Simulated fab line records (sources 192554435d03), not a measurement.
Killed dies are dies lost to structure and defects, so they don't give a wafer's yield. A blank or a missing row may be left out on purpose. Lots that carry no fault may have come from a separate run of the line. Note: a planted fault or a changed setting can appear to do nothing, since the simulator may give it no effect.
A single fault, viewed from 2 desks + flow n5Finfet + only its own numbers are on each desk; what lay behind them is given at the end

## METROLOGY DESK
Lot by lot, what the gauges showed, no matter which tool ran the lot: averages of those sampled wafers that carry a number. Any lot whose mean is over 4 standard deviations away from the usual mean is out of limits and marked OUT; that distance is given in the brackets.
Columns: A = thkNm at N5_ILD0_THK_MEAS_13, usual 18.0 nm
| lot  | first seen here | A    |
|------|-----------------|------|
| L967 | day 3 17:40     | 16.8 |
| L968 | day 3 23:54     | 16.6 |
| L976 | day 6 00:58     | 17.2 |
| L977 | day 6 06:28     | 18.9 |
| L980 | day 7 03:31     | 17.0 |
| L982 | day 7 13:49     | 17.7 |
| L983 | day 7 18:50     | 18.1 |
| L984 | day 8 01:52     | 17.8 |
| L986 | day 8 14:10     | 17.9 |
| L988 | day 9 01:23     | 18.0 |
| L989 | day 9 07:13     | 18.3 |
| L990 | day 10 06:43    | 18.2 |
This desk found nothing out of limits on any of the 12 lots.

## THE DEFECT DESK
Counts from the inspections along the route, per lot, as means over the sampled wafers that have a number. Any lot whose mean is over 4 standard deviations away from the usual mean is out of limits and marked OUT; that distance is given in the brackets.
Columns: A = rawDefectCount at N5_SDB_INSPECT_36, usual 30
| lot  | first seen here | A  |
|------|-----------------|----|
| L967 | day 3 22:07     | 44 |
| L968 | day 4 04:56     | 35 |
| L976 | day 6 05:40     | 18 |
| L977 | day 6 10:58     | 21 |
| L980 | day 7 07:58     | 29 |
| L982 | day 7 18:22     | 38 |
| L983 | day 7 23:18     | 24 |
| L984 | day 8 06:11     | 52 |
| L986 | day 8 19:11     | 24 |
| L988 | day 9 06:15     | 31 |
| L989 | day 9 11:52     | 47 |
| L990 | day 10 11:02    | 20 |
This desk found nothing out of limits on any of the 12 lots.

## TAKEN TOGETHER
Nothing out of limits was seen by the metrology desk.
No out-of-limits result turned up at the defect desk.

## WHAT WAS PUT IN BY THE SIMULATOR
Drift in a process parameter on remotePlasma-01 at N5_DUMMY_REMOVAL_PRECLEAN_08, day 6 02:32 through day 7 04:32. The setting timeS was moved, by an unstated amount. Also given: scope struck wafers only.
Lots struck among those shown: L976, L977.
